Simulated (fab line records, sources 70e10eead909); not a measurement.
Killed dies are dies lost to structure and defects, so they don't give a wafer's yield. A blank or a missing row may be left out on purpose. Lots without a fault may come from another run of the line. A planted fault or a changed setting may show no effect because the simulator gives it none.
Which tool did it? | flow nand_harc | 24 lots, 72 wafers sampled, at 3 steps of a route of 1302

WHAT THE GAUGES READ, wafer by wafer
NHARC_A_BONDPAD_OVL_MEAS_35. Usual: overlay_x_nm 0 nm, standard deviation 4; overlay_y_nm 1 nm, standard deviation 6.9.
lot  | measured     | on         | overlay_x_nm (nm) | overlay_y_nm (nm) | flag
L074 | day 23 01:56 | overlay-01 | 4 5 4             | 0 0 0             |
L075 | day 23 05:43 | overlay-01 | 5 5 6             | -11 -10 -10       |
L078 | day 24 12:20 | overlay-02 | -6 -6 -6          | -9 -9 -9          |
L077 | day 24 14:04 | overlay-01 | 5 5 5             | 4 4 3             |
L076 | day 24 14:46 | overlay-02 | -1 -1 -2          | 6 6 6             |
L079 | day 25 00:52 | overlay-02 | -1 -1 -1          | -6 -5 -6          |
L081 | day 25 18:40 | overlay-02 | -2 -2 -2          | 10 10 10          |
L080 | day 25 19:01 | overlay-01 | -3 -2 -3          | 2 2 3             |
L082 | day 26 09:54 | overlay-02 | 1 0 0             | 0 0 0             |
L084 | day 27 12:29 | overlay-02 | -2 -2 -2          | -6 -6 -7          |
L083 | day 27 20:12 | overlay-01 | 6 5 5             | 8 8 8             |
L085 | day 28 00:44 | overlay-01 | -1 -2 -2          | 3 3 3             |
L086 | day 29 00:52 | overlay-02 | 1 1 0             | 0 0 0             |
L089 | day 29 04:32 | overlay-02 | 10 10 10          | 0 1 0             |
L087 | day 29 04:50 | overlay-01 | 4 4 4             | -14 -15 -15       |
L088 | day 29 11:10 | overlay-02 | -3 -3 -3          | 3 3 3             |
L090 | day 29 17:45 | overlay-01 | 1 2 1             | 2 3 2             |
L092 | day 30 17:36 | overlay-01 | -2 -2 -1          | 4 4 4             |
L091 | day 30 18:37 | overlay-01 | 1 1 0             | 12 12 13          |
L095 | day 31 09:18 | overlay-01 | -1 -1 0           | 5 5 5             |
L093 | day 31 10:44 | overlay-01 | 1 1 1             | -3 -4 -4          |
L094 | day 31 14:46 | overlay-02 | -10 -10 -10       | -10 -9 -10        |
L096 | day 32 02:02 | overlay-02 | 1 1 1             | 13 13 13          |
L097 | day 32 16:03 | overlay-02 | 2 2 2             | 4 4 4             |

NHARC_A_BONDPAD_INSPECT_23. Usual: raw_defect_count 560, standard deviation 130.
lot  | measured     | on                | raw_defect_count | flag
L074 | day 23 04:38 | defect_inspect-01 | 436 695 614      |
L075 | day 23 08:27 | defect_inspect-01 | 515 483 439      |
L078 | day 24 15:02 | defect_inspect-02 | 424 570 503      |
L077 | day 24 16:46 | defect_inspect-01 | 657 469 627      |
L076 | day 24 17:26 | defect_inspect-01 | 470 500 526      |
L079 | day 25 03:32 | defect_inspect-01 | 500 708 713      |
L081 | day 25 21:55 | defect_inspect-02 | 570 525 566      |
L080 | day 25 22:15 | defect_inspect-01 | 653 683 694      |
L082 | day 26 12:40 | defect_inspect-01 | 647 706 779      |
L084 | day 27 15:10 | defect_inspect-01 | 792 614 572      |
L083 | day 27 22:58 | defect_inspect-02 | 597 427 561      |
L085 | day 28 03:25 | defect_inspect-02 | 719 685 470      |
L086 | day 29 03:34 | defect_inspect-01 | 560 608 823      |
L089 | day 29 07:14 | defect_inspect-01 | 434 784 502      |
L087 | day 29 07:34 | defect_inspect-01 | 430 569 422      |
L088 | day 29 13:50 | defect_inspect-02 | 614 623 575      |
L090 | day 29 20:26 | defect_inspect-01 | 518 635 645      |
L092 | day 30 20:17 | defect_inspect-01 | 500 405 385      |
L091 | day 30 21:22 | defect_inspect-02 | 707 524 817      |
L095 | day 31 11:59 | defect_inspect-01 | 443 390 352      |
L093 | day 31 13:24 | defect_inspect-02 | 379 463 478      |
L094 | day 31 17:28 | defect_inspect-01 | 487 524 375      |
L096 | day 32 05:35 | defect_inspect-01 | 522 460 594      |
L097 | day 32 18:50 | defect_inspect-01 | 488 482 436      |

WHICH TOOL RAN EACH LOT (tool, then ch and the chambers of the sampled wafers, then the start)
lot  | NHARC_A_BONDPAD_CMP_19
L074 | cmp-03 ch 2,3, day 23 04:07
L075 | cmp-02 ch 0,1, day 23 07:55
L078 | cmp-03 ch 1,2,3, day 24 14:32
L077 | cmp-03 ch 0,1,2, day 24 16:13
L076 | cmp-04 ch 0,1,3, day 24 16:56
L079 | cmp-02 ch 0,1,2, day 25 03:01
L081 | cmp-02 ch 0,1, day 25 21:23
L080 | cmp-04 ch 0,1,3, day 25 21:46
L082 | cmp-03 ch 1,2, day 26 12:09
L084 | cmp-04 ch 0,1,3, day 27 14:41
L083 | cmp-04 ch 1,2,3, day 27 22:28
L085 | cmp-04 ch 1,3, day 28 02:55
L086 | cmp-03 ch 0,1,3, day 29 03:04
L089 | cmp-02 ch 0,1, day 29 06:41
L087 | cmp-03 ch 1,2, day 29 07:00
L088 | cmp-02 ch 1,2,3, day 29 13:18
L090 | cmp-02 ch 0,1, day 29 19:56
L092 | cmp-03 ch 0,3, day 30 19:44
L091 | cmp-02 ch 0,3, day 30 20:50
L095 | cmp-03 ch 0,2,3, day 31 11:27
L093 | cmp-03 ch 1,2, day 31 12:52
L094 | cmp-04 ch 0,1,3, day 31 16:59
L096 | cmp-02 ch 0,1,2, day 32 05:07
L097 | cmp-04 ch 1,2, day 32 18:19
- NHARC_A_BONDPAD_CMP_19: polishes, t overpolish 30 s, cu recess touch 16 s, target thk 169.82 nm.

WHAT THE TOOLS THEMSELVES READ (means of the sampled wafers that have a number; where no wafer has one, the mark that the record gives instead)
NHARC_A_BONDPAD_CMP_19. Usual: motor_current_A 12.2 A, standard deviation 1.7; overpolish_run_s 30.001 s, standard deviation 0.01.
lot  | tool   | motor_current_A (A) | overpolish_run_s (s) | flag
L074 | cmp-03 | 11.1                | 30.005               |
L075 | cmp-02 | 10.9                | 29.995               |
L078 | cmp-03 | 12.7                | 29.995               |
L077 | cmp-03 | 14.1                | 29.996               |
L076 | cmp-04 | 13.3                | 29.995               |
L079 | cmp-02 | 11.2                | 30.010               |
L081 | cmp-02 | 11.9                | 30.016               |
L080 | cmp-04 | 12.6                | 30.000               |
L082 | cmp-03 | 14.0                | 30.008               |
L084 | cmp-04 | 12.9                | 29.994               |
L083 | cmp-04 | 12.3                | 30.002               |
L085 | cmp-04 | 11.9                | 29.999               |
L086 | cmp-03 | 13.0                | 29.999               |
L089 | cmp-02 | 11.5                | 30.005               |
L087 | cmp-03 | 14.6                | 29.997               |
L088 | cmp-02 | 11.5                | 29.996               |
L090 | cmp-02 | 11.1                | 30.001               |
L092 | cmp-03 | 12.7                | 29.990               |
L091 | cmp-02 | 11.2                | 30.000               |
L095 | cmp-03 | 11.8                | 29.994               |
L093 | cmp-03 | 14.2                | 30.009               |
L094 | cmp-04 | 13.2                | 30.012               |
L096 | cmp-02 | 11.1                | 30.001               |
L097 | cmp-04 | 12.3                | 29.992               |

THE ANSWER, worked out from the rows above alone
Rule: a lot is off if the mean of its wafers that have a number lies more than 3 standard deviations from the usual mean. A lot without any number at a reading at which 4 lots or more have one is off too. The other lots that the step has rows for count as sound. The gauges are gone through in route order, then the tools' own readings, and for those a lot's mean is taken as printed above. The first step at which some lot is off is used, and at that step the reading that is off furthest; a lot without a number counts as furthest.
No lot is off at any reading shown: from this, nothing can be told.

WHAT THE SIMULATOR HAD PUT IN
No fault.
